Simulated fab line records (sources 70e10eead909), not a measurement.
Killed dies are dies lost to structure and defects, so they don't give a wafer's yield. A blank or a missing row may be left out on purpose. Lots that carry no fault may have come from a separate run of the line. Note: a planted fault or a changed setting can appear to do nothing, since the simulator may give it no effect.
Chamber matching | flow nand harc | NHARC_A_CONTACT_DEP_29 on pecvd-03: 3 sister chambers
The step deposits SiON, target thk 70 nm. 6 wafers are shown with their chamber, then 7 later ones without.

== EACH WAFER AND ITS CHAMBER ==
wafer  | chamber | heater power w (W) | susceptor temp C (C)
L084.3 | 1       | 657                | 400.08
L083.1 | 2       | 699                | 399.61
L083.2 | 1       | 795                | 400.22
L083.3 | 0       | 661                | 400.05
L087.1 | 2       | 670                | 400.23
L087.4 | 0       | 645                | 399.57

== WAFERS WHOSE CHAMBER IS MISSING ==
wafer  | heater power w (W) | susceptor temp C (C)
L087.6 | 660                | 400.14
L095.1 | 746                | 400.23
L095.2 | 647                | 399.80
L095.4 | 639                | 399.55
L097.1 | 704                | 399.92
L097.4 | 709                | 400.15
L097.5 | 664                | 399.97

== EACH ONE'S CHAMBER ==
wafer  | from the rows above          | in truth
L087.6 | can't be placed: 2 or 0 or 1 | 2
L095.1 | can't be placed: 1 or 2 or 0 | 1
L095.2 | can't be placed: 0 or 2 or 1 | 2
L095.4 | can't be placed: 0 or 2 or 1 | 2
L097.1 | can't be placed: 2 or 1 or 0 | 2
L097.4 | can't be placed: 1 or 2 or 0 | 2
L097.5 | can't be placed: 2 or 0 or 1 | 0
Correct placement for 0 of the 7. Unplaceable from these rows: 7, with the true chamber sitting among the candidates in 7. 0 placed wrongly.
How it was worked out, from the rows above alone: a wafer's distance from a chamber is the root of the sum, over the readings, of the square of ((its reading less the chamber's mean) divided by the reading's scatter). The wafer belongs to the nearest chamber; if the next one is less than 2 further off, it can't be placed. For every chamber, the mean is computed from those of its wafers that are shown. The scatter: take each reading less its chamber's mean, square it, sum over the shown wafers, divide by the number of wafers less the number of chambers, and take the root.
